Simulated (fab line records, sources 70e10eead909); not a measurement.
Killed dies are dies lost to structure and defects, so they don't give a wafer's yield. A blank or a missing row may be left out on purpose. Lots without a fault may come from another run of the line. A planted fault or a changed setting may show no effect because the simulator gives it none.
Which tool did it? | flow nand_harc | 14 lots, 42 wafers sampled, at 5 steps of a route of 1302

WHAT THE GAUGES READ, wafer by wafer
NHARC_A_STAIRCASE_INSPECT_155. Usual: raw_defect_count 428, standard deviation 130.
lot  | measured     | on                | raw_defect_count | flag
L941 | day 20 02:27 | defect_inspect-01 | 368 268 455      |
L939 | day 20 02:40 | defect_inspect-02 | 450 415 349      |
L942 | day 20 06:31 | defect_inspect-01 | 366 506 654      |
L940 | day 20 06:48 | defect_inspect-01 | 606 627 378      |
L946 | day 23 06:12 | defect_inspect-02 | 580 704 616      |
L948 | day 23 15:14 | defect_inspect-01 | 514 331 433      |
L949 | day 23 15:20 | defect_inspect-02 | 308 314 669      |
L951 | day 25 04:29 | defect_inspect-01 | 336 579 599      |
L955 | day 25 22:50 | defect_inspect-02 | 333 519 426      |
L954 | day 26 19:40 | defect_inspect-02 | 385 481 567      |
L956 | day 27 09:35 | defect_inspect-01 | 257 369 246      |
L958 | day 27 15:31 | defect_inspect-01 | 383 392 302      |
L959 | day 27 22:52 | defect_inspect-02 | 247 286 274      |
L961 | day 28 15:53 | defect_inspect-02 | 380 204 251      |

NHARC_END_SORT_01. Usual: killed_at_array 58, standard deviation 18; killed_at_other 1.0, standard deviation 1.5; killed_at_periphery 4, standard deviation 3.1; killed_dies 64, standard deviation 18; killed_open 3.4, standard deviation 1.9; killed_short 2.7, standard deviation 1.7.
lot  | measured     | on        | killed_at_array | killed_at_other | killed_at_periphery | killed_dies | killed_open | killed_short | flag
L946 | day 28 16:02 | prober-01 | 659 664 663     | 8 2 7           | 10 11 7             | 677 677 677 | 2 4 3       | 2 5 1        | OFF
L948 | day 28 23:19 | prober-01 | 668 671 665     | 1 0 1           | 8 6 11              | 677 677 677 | 3 5 4       | 3 2 5        | OFF
L949 | day 29 06:20 | prober-01 | 676 676 676     | 1 0 0           | 0 1 1               | 677 677 677 | 1 5 4       | 2 0 2        | OFF
L951 | day 30 16:30 | prober-01 | 72 81 84        | 0 0 0           | 3 0 4               | 75 81 88    | 3 1 9       | 5 5 1        |
L955 | day 31 09:43 | prober-02 | 82              | 2               | 4                   | 88          | 6           | 4            |
L954 | day 32 02:38 | prober-01 | 73              | 0               | 3                   | 76          | 4           | 3            |
L956 | day 33 01:08 | prober-01 | 23 25 26        | 1 1 4           | 6 2 5               | 30 28 35    | 1 4 5       | 5 2 5        |
L958 | day 33 08:45 | prober-02 | 73 71 69        | 1 1 6           | 3 4 8               | 77 76 83    | 2 2 5       | 1 4 4        |

WHICH TOOL RAN EACH LOT (tool, then ch and the chambers of the sampled wafers, then the start)
lot  | NHARC_A_SGD_CUT_DEP_00          | NHARC_A_SGD_CUT_CMP_21        | NHARC_A_SLIT_DEP_25
L941 | pecvd-03 ch 1,2, day 20 02:34   | cmp-04 ch 0,1,2, day 20 10:55 | pecvd-01 ch 0,2, day 20 11:41
L939 | pecvd-01 ch 0,1, day 20 02:47   | cmp-04 ch 1,2,3, day 20 11:07 | pecvd-01 ch 0,1, day 20 11:58
L942 | pecvd-03 ch 1,2, day 20 06:37   | cmp-01 ch 0,1,2, day 20 11:04 | pecvd-04 ch 0,2, day 20 11:58
L940 | pecvd-02 ch 0,1,2, day 20 06:56 | cmp-01 ch 0,2,3, day 20 10:56 | pecvd-04 ch 0,1,2, day 20 11:44
L946 | pecvd-02 ch 0,1,2, day 23 06:17 | cmp-01 ch 1,2, day 23 13:08   | -
L948 | pecvd-02 ch 0,1,2, day 23 15:19 | cmp-01 ch 1,2,3, day 23 22:09 | -
L949 | pecvd-01 ch 0,1,2, day 23 15:25 | cmp-03 ch 0,1,2, day 23 22:06 | -
L951 | pecvd-01 ch 0,1,2, day 25 04:35 | cmp-03 ch 0,2, day 25 08:43   | pecvd-02 ch 0,1,2, day 25 09:39
L955 | pecvd-03 ch 0,2, day 25 22:53   | cmp-03 ch 1,3, day 26 09:05   | pecvd-02 ch 0,2, day 26 09:55
L954 | pecvd-01 ch 1,2, day 26 19:44   | cmp-03 ch 1,2, day 27 02:50   | pecvd-01 ch 1,2, day 27 03:40
L956 | pecvd-01 ch 0,1,2, day 27 09:44 | cmp-03 ch 0,1, day 27 16:26   | pecvd-02 ch 0,1,2, day 27 17:23
L958 | pecvd-01 ch 1,2, day 27 15:35   | cmp-03 ch 0,1,2, day 27 22:16 | pecvd-04 ch 1,2, day 27 23:06
L959 | pecvd-03 ch 0,1, day 27 22:58   | cmp-03 ch 2,3, day 28 05:29   | pecvd-04 ch 0,1,2, day 28 06:16
L961 | pecvd-02 ch 0,1,2, day 28 15:57 | cmp-01 ch 2,3, day 28 21:37   | pecvd-01 ch 0,2, day 28 22:37
- NHARC_A_SGD_CUT_DEP_00: deposits SiNx, target thk 50 nm.
- NHARC_A_SGD_CUT_CMP_21: polishes, target thk 148.19 nm.
- NHARC_A_SLIT_DEP_25: deposits SiO2, target thk 200 nm.

WHAT THE TOOLS THEMSELVES READ (means of the sampled wafers that have a number; where no wafer has one, the mark that the record gives instead)
NHARC_A_SGD_CUT_DEP_00. Usual: heater_power_w 679 W, standard deviation 69.
lot  | tool     | heater_power_w (W) | flag
L941 | pecvd-03 | 699                |
L939 | pecvd-01 | 686                |
L942 | pecvd-03 | 726                |
L940 | pecvd-02 | 672                |
L946 | pecvd-02 | 680                |
L948 | pecvd-02 | 608                |
L949 | pecvd-01 | 727                |
L951 | pecvd-01 | 720                |
L955 | pecvd-03 | 648                |
L954 | pecvd-01 | 659                |
L956 | pecvd-01 | 731                |
L958 | pecvd-01 | 701                |
L959 | pecvd-03 | 666                |
L961 | pecvd-02 | 652                |

NHARC_A_SGD_CUT_CMP_21. Usual: edge_zone_pressure_frac 1.000, standard deviation 0.0048; motor_current_A 11.8 A, standard deviation 1.1; time_to_endpoint_s 51.3 s, standard deviation 2.9.
lot  | tool   | edge_zone_pressure_frac | motor_current_A (A) | time_to_endpoint_s (s) | flag
L941 | cmp-04 | 1.004                   | 11.4                | 49.8                   |
L939 | cmp-04 | 0.997                   | 11.9                | 50.5                   |
L942 | cmp-01 | 1.001                   | 12.8                | 51.2                   |
L940 | cmp-01 | 1.003                   | 12.0                | 52.7                   |
L946 | cmp-01 | -                       | -                   | -                      | OFF
L948 | cmp-01 | -                       | -                   | -                      | OFF
L949 | cmp-03 | -                       | -                   | -                      | OFF
L951 | cmp-03 | 1.002                   | 12.3                | 53.9                   |
L955 | cmp-03 | 1.000                   | 11.2                | 52.0                   |
L954 | cmp-03 | 0.995                   | 11.3                | 56.9                   |
L956 | cmp-03 | 0.996                   | 10.9                | 55.8                   |
L958 | cmp-03 | 0.999                   | 11.3                | 50.0                   |
L959 | cmp-03 | 0.998                   | 11.6                | 48.8                   |
L961 | cmp-01 | 1.000                   | 10.6                | 49.2                   |

NHARC_A_SLIT_DEP_25. Usual: heater_power_w 554 W, standard deviation 100; throttle_valve_pct 16.2 %, standard deviation 0.4.
lot  | tool     | heater_power_w (W) | throttle_valve_pct (%) | flag
L941 | pecvd-01 | 623                | 16.2                   |
L939 | pecvd-01 | 543                | 16.3                   |
L942 | pecvd-04 | 635                | 16.0                   |
L940 | pecvd-04 | 695                | 16.0                   |
L951 | pecvd-02 | 466                | 16.4                   |
L955 | pecvd-02 | 432                | 16.6                   |
L954 | pecvd-01 | 514                | 16.5                   |
L956 | pecvd-02 | 459                | 16.3                   |
L958 | pecvd-04 | 681                | 16.0                   |
L959 | pecvd-04 | 633                | 15.8                   |
L961 | pecvd-01 | 511                | 16.4                   |

THE ANSWER, worked out from the rows above alone
Rule: a lot is off if the mean of its wafers that have a number lies more than 3 standard deviations from the usual mean. A lot without any number at a reading at which 4 lots or more have one is off too. The other lots that the step has rows for count as sound. The gauges are gone through in route order, then the tools' own readings, and for those a lot's mean is taken as printed above. The first step at which some lot is off is used, and at that step the reading that is off furthest; a lot without a number counts as furthest.
Off: L946, L948, L949, at NHARC_END_SORT_01 (killed_at_array). Neither off nor sound, because the step has no rows for them: L941, L939, L942, L940, L959, L961.
A tool fits if, at a process step before that reading, it ran every lot that is off, and no sound lot after the first of them. The gauges at NHARC_END_SORT_01 aren't tried: what is off there is off at NHARC_A_SGD_CUT_CMP_21 too, on other tools, and a gauge's error can't cause that. None of those tried fits.

WHAT THE SIMULATOR HAD PUT IN
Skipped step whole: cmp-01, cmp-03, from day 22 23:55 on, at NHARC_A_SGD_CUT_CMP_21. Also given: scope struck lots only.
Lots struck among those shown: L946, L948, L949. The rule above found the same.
